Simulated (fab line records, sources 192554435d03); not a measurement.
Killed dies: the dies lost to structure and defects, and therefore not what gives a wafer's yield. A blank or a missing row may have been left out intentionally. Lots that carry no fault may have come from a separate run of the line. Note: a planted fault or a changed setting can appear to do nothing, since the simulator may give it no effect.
Matching of chambers ; flow n5_finfet ; rie_diel-02 running N5_BEOL_M6_ETCH_65: 4 sister chambers
The step etches SiARC in CF4, target depth 15.6 nm, time 26 s. 4 wafers are shown with their chamber, then 7 later ones without.

== WAFERS WITH THEIR CHAMBER ==
wafer;chamber;throttle_valve_pct (%)
L077.2;2;15.14
L088.6;1;16.14
L087.1;0;15.39
L087.2;3;15.21

== WAFERS WITH NO CHAMBER GIVEN ==
wafer;throttle_valve_pct (%)
L087.5;15.39
L092.2;15.41
L092.3;15.20
L092.6;15.21
L097.2;15.24
L097.4;15.44
L097.5;15.25

== THE CHAMBER EACH PASSED THROUGH ==
wafer;from the rows above;in truth
L087.5;0;0
L092.2;0;0
L092.3;can't be placed: 3 or 2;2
L092.6;3;3
L097.2;3;3
L097.4;0;0
L097.5;3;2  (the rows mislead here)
Correct placement for 5 of the 7. Can't be placed from these rows: 1 (the true chamber is among the candidates in 1). 1 placed wrongly.
How it was worked out, from the rows above alone: a wafer's distance from a chamber is the root of the sum, over the readings, of the square of ((its reading less the chamber's mean) divided by the reading's scatter). If the next closest chamber is less than 2 further off than the closest, the wafer can't be placed; otherwise it belongs to the closest. A chamber's mean is the mean of its shown wafers. The scatter: root of mean squared gap, hidden wafer to nearest shown wafer, with one shown wafer a chamber.
